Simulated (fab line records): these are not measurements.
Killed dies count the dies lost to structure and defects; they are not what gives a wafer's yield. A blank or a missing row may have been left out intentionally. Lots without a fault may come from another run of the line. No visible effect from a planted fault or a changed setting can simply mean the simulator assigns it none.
Which of the tools did it? -- flow nandHarc -- 13 lots, 39 wafers sampled, at 5 steps of a route of 1302

## WHAT THE GAUGES SHOWED, per wafer
NHARC_END_SORT_01.
lot,measured,on,killedAtArray,killedAtOther,killedAtPeriphery,killedDies,killedOpen,killedShort
L686,day 26 02:25,prober-02,53 670 49,3 2 3,3 5 4,59 677 56,1 2 6,3 6 1

## WHAT TOOL EACH LOT RAN ON (gives the tool, then ch and the chambers of the sampled wafers, and finally the start)
lot,NHARC_A_STAIRCASE_DEP_325,NHARC_A_BONDPAD_PRE_CLEAN_26,NHARC_A_BONDPAD_ANNEAL_28,NHARC_A_BONDPAD_CMP_19
L681,"pecvd-03 ch 0,1, day 18 11:07","pvdSputter-01, day 23 02:44 or earlier","rtpAnneal-02 ch 0, day 23 02:44","cmp-04 ch 0,1, day 23 03:02"
L682,"pecvd-04 ch 1,2, day 18 11:13","pvdSputter-01, day 23 06:26 or earlier","rtpAnneal-02 ch 0, day 23 06:26","cmp-02 ch 0,2, day 23 06:44"
L683,"pecvd-03 ch 0,1, day 18 21:42","pvdSputter-02, day 23 16:49 or earlier","rtpAnneal-01 ch 0, day 23 16:49","cmp-01 ch 1,2,3, day 23 17:07"
L685,"pecvd-01 ch 0,1, day 20 03:19","pvdSputter-01, day 25 03:47 or earlier","rtpAnneal-02 ch 0, day 25 03:47","cmp-04 ch 1,2, day 25 04:01"
L686,"pecvd-03 ch 0,1,2, day 20 03:53","pvdSputter-03, day 24 23:20 or earlier","rtpAnneal-02 ch 0, day 24 23:20","cmp-02 ch 0,2, day 24 23:41"
L696,"pecvd-01 ch 0,2, day 24 07:31","pvdSputter-03, day 28 20:17 or earlier","rtpAnneal-01 ch 0, day 28 20:17","cmp-04 ch 0,1,2, day 28 20:37"
L698,"pecvd-01 ch 0,1, day 25 13:02","pvdSputter-01, day 30 00:22 or earlier","rtpAnneal-02 ch 0, day 30 00:22","cmp-02 ch 0,1, day 30 00:38"
L700,"pecvd-01 ch 1,2, day 26 01:08","pvdSputter-01, day 30 12:20 or earlier","rtpAnneal-01 ch 0, day 30 12:20","cmp-04 ch 0,1, day 30 12:42"
L699,"pecvd-03 ch 0,1,2, day 26 01:08","pvdSputter-01, day 30 15:50 or earlier","rtpAnneal-01 ch 0, day 30 15:50","cmp-02 ch 0,1,3, day 30 16:05"
L701,"pecvd-03 ch 0,1,2, day 26 08:25","pvdSputter-02, day 31 04:58 or earlier","rtpAnneal-02 ch 0, day 31 04:58","cmp-04 ch 1,3, day 31 05:21"
L702,"pecvd-01 ch 0,2, day 27 01:40","pvdSputter-01, day 31 19:35 or earlier","rtpAnneal-01 ch 0, day 31 19:35","cmp-01 ch 0,2, day 31 19:55"
L704,"pecvd-01 ch 0,1,2, day 27 12:08","pvdSputter-01, day 32 02:23 or earlier","rtpAnneal-01 ch 0, day 32 02:23","cmp-04 ch 0,2,3, day 32 02:46"
L703,"pecvd-03 ch 0,1, day 27 12:25","pvdSputter-02, day 32 13:07 or earlier","rtpAnneal-01 ch 0, day 32 13:07","cmp-01 ch 1,3, day 32 13:26"
- NHARC_A_STAIRCASE_DEP_325: deposits SiO2, target thk 7200 nm.
- NHARC_A_BONDPAD_PRE_CLEAN_26: time 30 s.
- NHARC_A_BONDPAD_ANNEAL_28: time 90 s.
- NHARC_A_BONDPAD_CMP_19: polishes, t overpolish 30 s, cu recess touch 16 s, target thk 169.82 nm.

## WHAT THE TOOLS THEMSELVES READ (means of the sampled wafers that have a number; where no wafer has one, the mark that the record gives instead)
NHARC_A_STAIRCASE_DEP_325.
lot,tool,heaterPowerW (W),mfcPrecursorSccm (sccm)
L681,pecvd-03,743,199.7
L682,pecvd-04,865,200.4
L683,pecvd-03,606,200.7
L685,pecvd-01,654,199.7
L686,pecvd-03,643,200.8
L696,pecvd-01,638,199.7
L698,pecvd-01,634,200.0
L700,pecvd-01,695,199.7
L699,pecvd-03,646,200.2
L701,pecvd-03,700,200.3
L702,pecvd-01,640,199.9
L704,pecvd-01,660,200.1
L703,pecvd-03,585,199.9

NHARC_A_BONDPAD_PRE_CLEAN_26.
lot,tool,heaterPowerW (W)
L681,pvdSputter-01,404
L682,pvdSputter-01,376
L683,pvdSputter-02,396
L685,pvdSputter-01,441
L686,pvdSputter-03,500
L696,pvdSputter-03,436
L698,pvdSputter-01,404
L700,pvdSputter-01,439
L699,pvdSputter-01,410
L701,pvdSputter-02,380
L702,pvdSputter-01,414
L704,pvdSputter-01,404
L703,pvdSputter-02,395

NHARC_A_BONDPAD_ANNEAL_28.
lot,tool,annealTempC (C),annealTempCMax,wafer_temp_C_max
L681,rtpAnneal-02,224.91,226.1,226.3
L682,rtpAnneal-02,224.83,226.4,226.2
L683,rtpAnneal-01,224.86,226.0,225.6
L685,rtpAnneal-02,225.16,226.6,226.1
L686,rtpAnneal-02,225.28,226.5,226.0
L696,rtpAnneal-01,225.10,226.1,225.5
L698,rtpAnneal-02,224.91,226.3,226.1
L700,rtpAnneal-01,224.97,225.9,225.5
L699,rtpAnneal-01,224.94,225.8,225.3
L701,rtpAnneal-02,224.75,226.4,226.0
L702,rtpAnneal-01,225.15,226.2,225.6
L704,rtpAnneal-01,225.11,226.1,225.5
L703,rtpAnneal-01,225.05,226.2,225.5

NHARC_A_BONDPAD_CMP_19.
lot,tool,motorCurrentA (A),overpolishRunS (s)
L681,cmp-04,11.0,30.005
L682,cmp-02,12.6,30.003
L683,cmp-01,11.5,29.992
L685,cmp-04,10.1,30.002
L686,cmp-02,12.2,29.987
L696,cmp-04,11.1,29.996
L698,cmp-02,13.3,29.997
L700,cmp-04,11.2,29.999
L699,cmp-02,12.3,30.000
L701,cmp-04,11.8,29.995
L702,cmp-01,11.5,30.002
L704,cmp-04,11.8,30.009
L703,cmp-01,11.1,29.989

## THE ANSWER, worked out from the rows above alone
Rule: the usual values come from the lots themselves. Put in order of their means at a reading, lots are off if they are a third of the lots or fewer, leave a main group of 4 or more, and stand apart from it by a gap of 3 or more times the standard deviation of the main group's means; of several such gaps the widest counts. Not used: any main group whose means are identical at the precision the tables above print for the reading. A lot without any number at a reading at which 4 lots or more have one is off too. Where the step has rows for the other lots, those lots are counted as sound. The gauges are gone through in route order, then the tools' own readings, and for those a lot's mean is taken as printed above. At the first step where some lot is off, the reading lying furthest off is the one used; lots without a number count as furthest.
Nothing can be told from this: no lot is off at any reading shown.

## WHAT THE SIMULATOR HAD PUT IN
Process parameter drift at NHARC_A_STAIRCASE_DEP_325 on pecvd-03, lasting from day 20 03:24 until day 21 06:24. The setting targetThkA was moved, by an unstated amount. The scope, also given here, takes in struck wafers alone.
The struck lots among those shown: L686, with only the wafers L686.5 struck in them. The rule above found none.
